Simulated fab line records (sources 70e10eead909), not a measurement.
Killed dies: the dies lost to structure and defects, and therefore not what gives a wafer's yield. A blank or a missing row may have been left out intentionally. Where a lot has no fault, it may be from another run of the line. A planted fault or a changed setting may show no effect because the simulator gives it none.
fab line records	flow nand_harc
record: lots: 14	wafers: 42	last_day: 32
route steps=1302 shown A_CONTACT@1015 THIN_TSV@1265 END@1302
lots that met no fault: taken from a fault-free run of the same line
start_h: start of the lot's first displayed wafer, in hours after the record's first day	wait_h: hours from the lot's prior step to this one	" unchanged from the row above	L1.1+2: one row covering several wafers at once	- no value present, or no start provided	* or withheld: withheld	< > ~ a bound
route shown NAME@n: a module of which the file shows steps, and the number in the route of the first	usual: average and standard deviation across the fault-free wafers	same: alike in all rows	chamber/n: place in a boat	sites: per-site readings	_std_site: standard deviation across them	_edge_site: inner sites' mean taken away from outer sites' mean	radius_mm: how far each site lies from the wafer's centre	mask NAME#n: copy n	behind: the most recent tool/chamber to have shaped the wafer	hold: what put the lot on hold/how long, in hours/how the hold closed	device: the transistor (n, p or np) that didn't switch	end of line: at the end of the route, the tests of the same wafers	where a step has no rows: the recipe by itself	killed: dies that structure and defects cost at the first sort, which is not the same as the wafer's yield	map: dies across one wafer; x = killed, . = not, _ = none there
set.NAME: the setting the step ran with; set.NAME@STEP: the setting that earlier step ran with	model.NAME: the simulator's own value behind a step, which no gauge read
a sample of lots followed through the steps of the route, with each step as a table and each wafer as a row
services: a tool's chamber out of use, with start hour (start_h, from the record's first day; less than 0 if before it), hours out, and reason
== steps ==
step: NHARC_A_CONTACT_ETCH_121
recipe: source_w: withheld	pressure_mtorr: 20	bias_v: 3000	time_s: 190	target_depth_a: 18500	ar_flow_sccm: withheld	c4f8_flow_sccm: withheld	o2_flow_sccm: withheld	chemistry: C4F8/O2/Ar
lot.wafer	tool	chamber	start_h	wait_h	rf_hours_counter_h
L717.3	har_cap_etch-03	0	501.02	0.1	-
L717.5	"	0	"	"	-
L717.6	"	1	"	"	-
L716.1	har_cap_etch-02	1	502.20	0.1	84
L716.4	"	1	"	"	-
L716.6	"	1	"	"	-
L719.2	har_cap_etch-03	0	532.85	0.1	44
L719.3	"	1	"	"	-
L719.5	"	1	"	"	-
L720.4	har_cap_etch-03	0	538.73	0.1	-
L720.6	"	1	"	"	-
L720.5	"	0	"	"	-
L722.1	har_cap_etch-01	1	553.22	0.1	9
L722.3	"	0	"	"	-
L722.5	"	0	"	"	-
L721.1	har_cap_etch-02	0	553.41	0.1	94
L721.2	"	1	"	"	94
L721.4	"	0	"	"	-
L724.1	har_cap_etch-01	1	582.86	0.1	14
L724.3	"	1	"	"	-
L724.5	"	1	"	"	-
L728.2	har_cap_etch-01	0	596.81	0.1	16
L728.6	"	0	"	"	-
L728.5	"	1	"	"	-
L725.2	har_cap_etch-02	0	598.36	0.1	102
L725.6	"	0	"	"	-
L725.5	"	1	"	"	-
L731.2	har_cap_etch-02	0	638.48	0.1	109
L731.3	"	0	"	"	-
L731.6	"	0	"	"	-
L734.2	har_cap_etch-01	1	667.38	0.1	33
L734.1	"	0	"	"	33
L734.5	"	0	"	"	-
L735.2	har_cap_etch-01	0	679.53	0.1	35
L735.1	"	1	"	"	35
L735.5	"	1	"	"	-
L737.1	har_cap_etch-03	0	698.32	0.1	77
L737.2	"	1	"	"	77
L737.3	"	0	"	"	-
L738.1	har_cap_etch-03	0	711.56	0.1	79
L738.4	"	0	"	"	-
L738.3	"	1	"	"	-
step: NHARC_THIN_TSV_STRIP_45
recipe: power_w: 1500	temp_c: 250	chemistry: O2
usual: drypump_motor_current_A: 6.03/0.13	heater_power_w: 331/31
lot.wafer	tool	chamber	start_h	wait_h	drypump_motor_current_A	heater_power_w	rf_hours_counter_h
L717.3	plasma_asher-01	0	555.16	0.2	6.07	353	-
L717.5	"	0	"	"	6.05	354	-
L717.6	"	1	"	"	6.12	334	-
L716.1	plasma_asher-01	0	563.55	0.1	6.09	356	6
L716.4	"	0	"	"	6.08	346	-
L716.6	"	1	"	"	6.12	340	-
L719.2	plasma_asher-02	0	586.19	0.1	5.80	270	30
L719.3	"	0	"	"	5.83	276	-
L719.5	"	1	"	"	6.05	364	-
L720.4	plasma_asher-02	1	594.22	0.2	6.10	356	-
L720.5	"	0	"	"	5.80	272	-
L720.6	"	1	"	"	6.12	353	-
L721.2	plasma_asher-01	0	609.93	0.1	6.07	353	16
L721.1	"	1	"	"	6.12	339	16
L721.4	"	0	"	"	6.09	363	-
L722.1	plasma_asher-01	0	611.12	0.1	6.06	357	16
L722.3	"	1	"	"	6.14	340	-
L722.5	"	1	"	"	6.12	345	-
L724.1	plasma_asher-01	0	639.40	0.2	6.09	351	22
L724.3	"	0	"	"	6.06	348	-
L724.5	"	0	"	"	6.05	357	-
L725.2	plasma_asher-02	0	651.43	0.1	5.80	272	2
L725.6	"	1	"	"	6.08	326	-
L725.5	"	0	"	"	5.80	278	-
L728.2	plasma_asher-02	1	652.61	0.1	6.10	332	3
L728.5	"	0	"	"	5.79	273	-
L728.6	"	1	"	"	6.12	338	-
L731.2	plasma_asher-02	0	689.50	0.1	5.82	278	10
L731.3	"	1	"	"	6.10	331	-
L731.6	"	0	"	"	5.82	276	-
L734.2	plasma_asher-01	0	722.24	0.1	6.06	350	4
L734.1	"	1	"	"	6.12	355	4
L734.5	"	0	"	"	6.07	348	-
L735.1	plasma_asher-01	0	730.32	0.1	6.06	344	6
L735.2	"	1	"	"	6.12	362	6
L735.5	"	1	"	"	6.10	351	-
L737.2	plasma_asher-01	1	748.76	0.1	6.14	363	9
L737.1	"	0	"	"	6.07	344	9
L737.3	"	1	"	"	6.14	353	-
L738.1	plasma_asher-01	1	761.74	0.1	6.11	359	12
L738.4	"	1	"	"	6.12	354	-
L738.3	"	0	"	"	6.07	356	-
step: NHARC_THIN_TSV_CD_MEAS_33
recipe: target_cd_nm: 5000	landing_energy_ev: 500
usual: cd_nm: 5000.0/2.5
lot.wafer	tool	chamber	start_h	wait_h	cd_nm
L717.3	cd_sem-01	0	560.06	-	5002.0
L717.5	"	0	"	"	5004.2
L717.6	"	0	"	"	5005.3
L716.1	cd_sem-02	0	568.28	-	5000.5
L716.4	"	0	"	"	4996.9
L716.6	"	0	"	"	5001.9
L719.2	cd_sem-02	0	591.05	-	5000.1
L719.3	"	0	"	"	4997.3
L719.5	"	0	"	"	5000.7
L720.4	cd_sem-01	0	598.89	-	4999.8
L720.5	"	0	"	"	5002.7
L720.6	"	0	"	"	5000.4
L721.1	cd_sem-02	0	614.86	-	4998.3
L721.2	"	0	"	"	5002.8
L721.4	"	0	"	"	5003.0
L722.1	cd_sem-03	0	615.83	-	5002.0
L722.3	"	0	"	"	4999.4
L722.5	"	0	"	"	5001.9
L724.1	cd_sem-02	0	644.30	-	5004.9
L724.3	"	0	"	"	5000.7
L724.5	"	0	"	"	5003.9
L725.2	cd_sem-01	0	656.30	-	4997.5
L725.5	"	0	"	"	5000.7
L725.6	"	0	"	"	4999.0
L728.2	cd_sem-01	0	657.34	-	5003.1
L728.5	"	0	"	"	5002.4
L728.6	"	0	"	"	5005.1
L731.2	cd_sem-01	0	694.22	-	4999.6
L731.3	"	0	"	"	4998.0
L731.6	"	0	"	"	5001.4
L734.1	cd_sem-03	0	727.15	-	5002.1
L734.2	"	0	"	"	4999.7
L734.5	"	0	"	"	5000.2
L735.1	cd_sem-03	0	735.20	-	4997.7
L735.2	"	0	"	"	4995.4
L735.5	"	0	"	"	4996.9
L737.1	cd_sem-01	0	753.81	-	5003.6
L737.2	"	0	"	"	4997.8
L737.3	"	0	"	"	4998.1
L738.1	cd_sem-03	0	766.69	-	4998.8
L738.3	"	0	"	"	4997.6
L738.4	"	0	"	"	4999.9
step: NHARC_THIN_TSV_CD_MEAS_37
usual: cd_nm: 4999/3.6
lot.wafer	tool	chamber	start_h	wait_h	cd_nm
L717.3	cd_sem-03	-	561.50	-	5007
L717.5	"	-	"	"	5003
L717.6	"	-	"	"	5002
L716.1	cd_sem-01	-	569.72	-	4999
L716.4	"	-	"	"	4996
L716.6	"	-	"	"	4999
L719.2	cd_sem-03	-	592.50	-	4998
L719.3	"	-	"	"	4996
L719.5	"	-	"	"	5001
L720.4	cd_sem-01	-	600.33	-	5001
L720.5	"	-	"	"	5003
L720.6	"	-	"	"	5002
L721.1	cd_sem-01	-	616.39	-	4993
L721.2	"	-	"	"	4996
L721.4	"	-	"	"	4999
L722.1	cd_sem-02	-	617.27	-	4999
L722.3	"	-	"	"	5004
L722.5	"	-	"	"	5004
L724.1	cd_sem-01	-	645.73	-	5008
L724.3	"	-	"	"	5001
L724.5	"	-	"	"	5004
L725.2	cd_sem-02	-	657.74	-	4995
L725.5	"	-	"	"	5000
L725.6	"	-	"	"	4997
L728.2	cd_sem-02	-	658.87	-	5001
L728.5	"	-	"	"	5002
L728.6	"	-	"	"	5006
L731.2	cd_sem-02	-	695.66	-	5000
L731.3	"	-	"	"	4998
L731.6	"	-	"	"	4997
L734.1	cd_sem-02	-	728.60	-	5003
L734.2	"	-	"	"	5001
L734.5	"	-	"	"	4998
L735.1	cd_sem-02	-	736.65	-	4998
L735.2	"	-	"	"	4992
L735.5	"	-	"	"	4993
L737.1	cd_sem-02	-	755.26	-	5003
L737.2	"	-	"	"	4992
L737.3	"	-	"	"	4999
L738.1	cd_sem-01	-	768.13	-	4999
L738.3	"	-	"	"	4996
L738.4	"	-	"	"	4997
step: NHARC_END_SORT_01
recipe: temp_c: 25
usual: killed_at_array: 55/19	killed_at_other: 0.9/1.4	killed_at_periphery: 3.8/2.9	killed_dies: 60/19	killed_open: 3.3/1.8	killed_short: 2.6/1.6
same: gross_dies: 677
lot.wafer	tool	chamber	start_h	wait_h	killed_at_array	killed_at_other	killed_at_periphery	killed_dies	killed_open	killed_short
L734.1	prober-01	0	735.02	2.5	152	0	0	152	0	0
L734.2	prober-01	0	735.82	2.8	160	2	0	162	3	1
L734.5	prober-01	0	738.20	3.7	129	0	1	130	3	1
L735.1	prober-01	0	747.13	2.5	147	1	4	152	5	4
L735.2	prober-01	0	747.93	2.8	124	0	1	125	2	3
L735.5	prober-01	0	750.36	3.7	147	1	0	148	3	0
killed by level:class
L734.1 A_CONTACT:unspecified=85 A_CHANNEL_HOLE_D1:chamber_film_flake=34 A_SLIT:chamber_film_flake=23 A_STAIRCASE:chamber_film_flake=4 A_CONTACT:chamber_film_flake=4 A_CHANNEL_FILL_D1:chamber_film_flake=2
L734.2 A_CONTACT:unspecified=95 A_SLIT:chamber_film_flake=29 A_CHANNEL_HOLE_D1:chamber_film_flake=23 A_CONTACT:chamber_film_flake=5 A_STAIRCASE:chamber_film_flake=3 A_ONON_D1:geometric_particle:open=2 THIN_TSV:chamber_film_flake=2 A_SOURCE_PLATE:geometric_particle:short=1
L734.5 A_CONTACT:unspecified=82 A_CHANNEL_HOLE_D1:chamber_film_flake=25 A_CHANNEL_FILL_D1:chamber_film_flake=3 A_STAIRCASE:chamber_film_flake=3 A_SLIT:chamber_film_flake=3 A_WL_FILL:chamber_film_flake=3 A_CONTACT:chamber_film_flake=3 A_ZERO_WELL:chamber_film_flake=2
L735.1 A_CONTACT:unspecified=96 A_CHANNEL_HOLE_D2:chamber_film_flake=14 A_CHANNEL_HOLE_D1:chamber_film_flake=13 A_CONTACT:chamber_film_flake=8 A_STAIRCASE:chamber_film_flake=6 A_CHANNEL_FILL_D2:geometric_particle:short=2 A_SLIT:chamber_film_flake=2 P_CONTACT:geometric_particle:open=1
L735.2 A_CONTACT:unspecified=83 A_CHANNEL_HOLE_D1:chamber_film_flake=11 A_STAIRCASE:chamber_film_flake=7 A_CONTACT:chamber_film_flake=7 A_SLIT:chamber_film_flake=6 A_CHANNEL_HOLE_D2:chamber_film_flake=3 A_WL_FILL:chamber_film_flake=2 P_M0:geometric_particle:short=1
L735.5 A_CONTACT:unspecified=94 A_CHANNEL_HOLE_D2:chamber_film_flake=18 A_CHANNEL_HOLE_D1:chamber_film_flake=14 A_STAIRCASE:chamber_film_flake=7 A_CONTACT:chamber_film_flake=6 A_SLIT:chamber_film_flake=4 A_CHANNEL_FILL_D2:geometric_particle:open=2 A_SOURCE_PLATE:geometric_particle:open=1
== services ==
tool	chamber	start_h	hours	kind
har_cap_etch-01	-	497.00	17.0	pm
har_cap_etch-01	0	497.00	17.0	vent_cycle
har_cap_etch-01	1	497.00	17.0	vent_cycle
plasma_asher-02	-	513.49	2.5	repair
har_cap_etch-01	0	514.00	-	clean
har_cap_etch-01	1	514.00	-	clean
plasma_asher-01	-	519.00	9.0	pm
plasma_asher-01	0	519.00	9.0	vent_cycle
plasma_asher-01	1	519.00	9.0	vent_cycle
plasma_asher-01	0	528.00	-	clean
plasma_asher-01	1	528.00	-	clean
plasma_asher-02	-	619.13	0.3	repair
plasma_asher-02	-	624.94	9.0	pm
plasma_asher-02	0	624.94	9.0	vent_cycle
plasma_asher-02	1	624.94	9.0	vent_cycle
plasma_asher-02	0	633.94	-	clean
plasma_asher-02	-	635.69	4.3	repair
plasma_asher-01	-	696.00	9.0	pm
plasma_asher-01	0	696.00	9.0	vent_cycle
plasma_asher-01	1	696.00	9.0	vent_cycle
plasma_asher-01	0	705.00	-	clean
plasma_asher-01	1	705.00	-	clean
har_cap_etch-01	-	726.84	0.8	repair
har_cap_etch-02	-	754.00	17.0	pm
== key ==
first_sign: step: NHARC_END_SORT_01	reading: killed_at_array	direction: up	sigmas: 4.6	usual: 55	struck: 143
effect: step: NHARC_END_SORT_01	reading: killed_dies	direction: up	sigmas: 4.5	usual: 60	struck: 145
more_kills_born_at: NHARC_A_CONTACT_ETCH_121@har_cap_etch-01: 533
met_at NHARC_A_CONTACT_ETCH_121
struck_lots L734,L735
tester_left_out L734,L735
not_acting_at NHARC_THIN_TSV_STRIP_45,NHARC_THIN_TSV_CD_MEAS_33,NHARC_THIN_TSV_CD_MEAS_37
onset_between 596.81 667.38
fault: kind: chamber_particle_source	tool: har_cap_etch-01	chamber: -	onset_h: 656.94	steps: NHARC_A_CONTACT_ETCH_121	rate_per_visit_cm2: 1.489	end_h: 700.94
tester_left_out: of these lots the tester's yield and bins aren't shown, on N5 and GAA mostly nor the transistor test; their killed dies are dies lost to structure and defects alone, not to doping, threshold or leakage, so they don't give the yield
